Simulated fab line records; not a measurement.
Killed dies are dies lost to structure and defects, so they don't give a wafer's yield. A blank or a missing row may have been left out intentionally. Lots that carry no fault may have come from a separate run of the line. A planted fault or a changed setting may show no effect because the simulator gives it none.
8D (eight disciplines) problem report, filled in by code ; flow nand harc ; the parts of the form that need people (team, actions taken, sign-off) are left out

## 1. WHAT WENT WRONG
At NHARC_P_GATE_EXPOSE_23, exposure dose mJ cm2 averages 91.94 over 9 wafers from 3 lots, while fault-free wafers read 93.92, standard deviation 0.092. That puts it -22 standard deviations away from the usual mean.
The step: exposes mask P GATE, target cd 120 nm.
First seen on wafer L734.1, day 11 02:26, on arfi scanner-02. The record has a number at this step for 21 wafers belonging to 7 lots. Rule for "out" (also "out of limits"): further than 4 standard deviations from the usual mean. Any other wafer with a number is counted as sound.

## 2. WHAT IT IS, WHAT IT ISN'T
question;is;is not
which readings at this step;exposure dose mJ cm2;-
which lots;L733, L734, L735;L720, L728, L736, L743
which wafers of those lots;all that have a number;-
read on which tools;arfi scanner-02;arfi scanner-01, arfi scanner-03
when;from day 11 02:26;"up to then (6 sound wafers); but 6 sound wafers of L736, L743 came after"

## 3. WHAT RULES OUT EACH SUSPECT
Counting: a tool at any process step up to the reading remains a suspect when it ran all the lots that are out and ran no sound lot after the first of those.
- arfi scanner-02 at NHARC_P_GATE_EXPOSE_23 (exposes mask P GATE, target cd 120 nm): kept. It ran every lot that is out, first L734 (day 11 02:26), and no sound lot after that; its last sound lot up to then is L728 (day 8 04:02). Out on those wafers are its own readings of exposure dose mJ cm2.
Remaining after the count: arfi scanner-02 at NHARC_P_GATE_EXPOSE_23.

## 4. THE CAUSE (what the simulator had put in)
Process parameter drift: arfi scanner-02, from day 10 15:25 on, at NHARC_P_GATE_EXPOSE_23. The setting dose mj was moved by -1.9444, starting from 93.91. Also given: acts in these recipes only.
The count eliminated every tool but this one.

## 5. THE EFFECT CHAIN, in route order
Each row: a reading whose mean over the struck wafers that have a number lies more than 3 standard deviations from the usual. Readings are gone through only where the record gives a usual standard deviation; hours: the median, over the lots, of the time from a lot's start at the first step in this table giving one to that lot's start at this step; sigmas: the change measured in usual standard deviations.
hours;step;reading;usual;on struck wafers;change;sigmas
0;NHARC_P_GATE_EXPOSE_23;exposure dose mJ cm2;93.92;91.94;-1.98;-22
Here are the process steps it includes:
- NHARC_P_GATE_EXPOSE_23: exposes mask P GATE, target cd 120 nm.
Later steps that measure or inspect, where all struck wafers having a row at the step show a number for every such reading and not one has moved that far: NHARC_P_GATE_CD_MEAS_26, NHARC_P_GATE_OVL_MEAS_27, NHARC_P_GATE_INSPECT_28.

## 6. WHAT WOULD HAVE CAUGHT IT SOONER
11 hours passed between the start of the fault at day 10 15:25 and the first reading out of limits in this record, taken at day 11 02:26.
